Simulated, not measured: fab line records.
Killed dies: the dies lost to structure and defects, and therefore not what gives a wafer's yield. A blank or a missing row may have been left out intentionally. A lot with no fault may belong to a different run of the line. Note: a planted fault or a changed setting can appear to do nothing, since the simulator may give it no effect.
Split-lot trial + flow n5 finfet + 39 wafers read from 7 lots, route of 1938 steps

== ON THE SPLIT ==
At N5_BEOL_M14_ETCH_68 (etches SOC in N2/H2, time 450 s), the setting target depth a was moved away from the recipe's 9000 angstrom on 18 of the 39 wafers read, by -56.4% to -18.7%. All remaining wafers had this setting at the recipe value.

Reading taken at the split's own step.

== THE READING ==
SiARC_of_BEOL_M14_COAT_66.thk nm (the simulator's own value, which no gauge read), in nm, at N5_BEOL_M14_ETCH_68 (etches SOC in N2/H2, time 450 s). No usual value for it is given in the file. Across the 21 wafers here that went through the recipe, the average is 64.9 nm and the standard deviation 0.73 nm.

| wafer  | tool, chamber at the split | target depth a as run, angstrom | against the recipe | SiARC_of_BEOL_M14_COAT_66.thk nm, nm | against lot-mates on the recipe |
|--------|----------------------------|---------------------------------|--------------------|--------------------------------------|---------------------------------|
| L076.3 | rie diel-01, 1             | 9000                            | recipe             | 64.8                                 | -                               |
| L076.5 | rie diel-01, 3             | 9000                            | recipe             | 64.6                                 | -                               |
| L076.6 | rie diel-01, 0             | 9000                            | recipe             | 66                                   | -                               |
| L077.1 | rie diel-05, 0             | 3925                            | -56.4%             | 90.2                                 | +24.7                           |
| L077.2 | rie diel-05, 3             | 9000                            | recipe             | 65                                   | -                               |
| L077.3 | rie diel-05, 1,2           | 9000                            | recipe             | 65.8                                 | -                               |
| L077.6 | rie diel-05, 1,2           | 9000                            | recipe             | 65.8                                 | -                               |
| L077.4 | rie diel-05, 2             | 3925                            | -56.4%             | 91.2                                 | +25.7                           |
| L077.5 | rie diel-05, 3             | 3925                            | -56.4%             | 90.8                                 | +25.3                           |
| L083.1 | rie diel-02, 2             | 9000                            | recipe             | 65.2                                 | -                               |
| L083.4 | rie diel-02, 2             | 9000                            | recipe             | 65.2                                 | -                               |
| L083.2 | rie diel-02, 1             | 9000                            | recipe             | 65                                   | -                               |
| L083.3 | rie diel-02, 1             | 6920                            | -23.1%             | 75.4                                 | +10.3                           |
| L083.5 | rie diel-02, 1             | 6920                            | -23.1%             | 75.8                                 | +10.7                           |
| L083.6 | rie diel-02, 2             | 6920                            | -23.1%             | 75.6                                 | +10.5                           |
| L088.1 | rie diel-01, 0             | 9000                            | recipe             | 66.4                                 | -                               |
| L088.2 | rie diel-01, 1             | 9000                            | recipe             | 64.6                                 | -                               |
| L088.3 | rie diel-01, 2             | 9000                            | recipe             | 65.4                                 | -                               |
| L088.4 | rie diel-01, 1             | 7320                            | -18.7%             | 72                                   | +6.5                            |
| L088.5 | rie diel-01, 2             | 7320                            | -18.7%             | 73.2                                 | +7.7                            |
| L088.6 | rie diel-01, 0             | 7320                            | -18.7%             | 74.8                                 | +9.3                            |
| L096.1 | rie diel-02, 0,2           | 4146                            | -53.9%             | 89.4                                 | +25.2                           |
| L096.2 | rie diel-02, 0,2           | 4146                            | -53.9%             | 89.4                                 | +25.2                           |
| L096.3 | rie diel-02, 1             | 9000                            | recipe             | 64.2                                 | -                               |
| L096.4 | rie diel-02, 3             | 9000                            | recipe             | 63.2                                 | -                               |
| L096.5 | rie diel-02, 3             | 4146                            | -53.9%             | 89                                   | +24.8                           |
| L096.6 | rie diel-02, 0             | 9000                            | recipe             | 65.2                                 | -                               |
| L095.1 | rie diel-05, 3             | 9000                            | recipe             | 64.8                                 | -                               |
| L095.2 | rie diel-05, 2             | 9000                            | recipe             | 64.6                                 | -                               |
| L095.3 | rie diel-05, 0             | 9000                            | recipe             | 64.2                                 | -                               |
| L095.4 | rie diel-05, 2             | 4800                            | -46.7%             | 86                                   | +21.5                           |
| L095.5 | rie diel-05, 0             | 4800                            | -46.7%             | 85                                   | +20.5                           |
| L095.6 | rie diel-05, 3             | 4800                            | -46.7%             | 85.6                                 | +21.1                           |
| L097.1 | rie diel-01, 1             | 9000                            | recipe             | 64.4                                 | -                               |
| L097.2 | rie diel-01, 2             | 9000                            | recipe             | 64.2                                 | -                               |
| L097.3 | rie diel-01, 3             | 5115                            | -43.2%             | 84.4                                 | +20.2                           |
| L097.4 | rie diel-01, 3             | 5115                            | -43.2%             | 84.2                                 | +20.0                           |
| L097.5 | rie diel-01, 2             | 9000                            | recipe             | 64                                   | -                               |
| L097.6 | rie diel-01, 1             | 5115                            | -43.2%             | 83.8                                 | +19.6                           |
If several chambers appear in one row, that row covers several wafers at once and the file leaves open which wafer was in which chamber.

FIT RESULTS
A straight line over all 39 wafers: SiARC_of_BEOL_M14_COAT_66.thk nm changes by -0.451 nm for each +1% of target depth a; r = -1.00; the points scatter about the line by 0.7 nm.
The same after taking each lot's own level away (the mean of its wafers on the recipe; 39 wafers): -0.455 nm for each +1%; r = -1.00; scatter 0.61 nm.
On that fit, the largest move of target depth a shifts the reading by 26 nm.
The span of the lots' own levels, 64.20 to 65.53 nm, comes to 1.8 times the standard deviation stated above.
The two slopes agree, so the slope changes little with the lot-to-lot level.
Check: +25.7 nm against its lot-mates is what the line predicts for one of the wafers moved furthest among these (-56.4%) when that wafer is left out of the fit. Against them it came out at +24.7 nm.

== THESE WAFERS: OTHER SPLITS ==
Other splits were also applied to these wafers ahead of the reading. Each is held against what the fit with the lots' levels taken away leaves over:
| other split on the same wafers | wafers away from the commonest value | r with SiARC_of_BEOL_M14_COAT_66.thk nm (lot level and that fit taken away) |
|--------------------------------|--------------------------------------|-----------------------------------------------------------------------------|
| N5_BEOL_M14_ILD_DEP_00 time s  | 12                                   | -0.33                                                                       |

== THE FILE'S OWN FIT ==
SiARC_of_BEOL_M14_COAT_66.thk nm changes by -0.454 nm for each +1% of target depth a, r = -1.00.
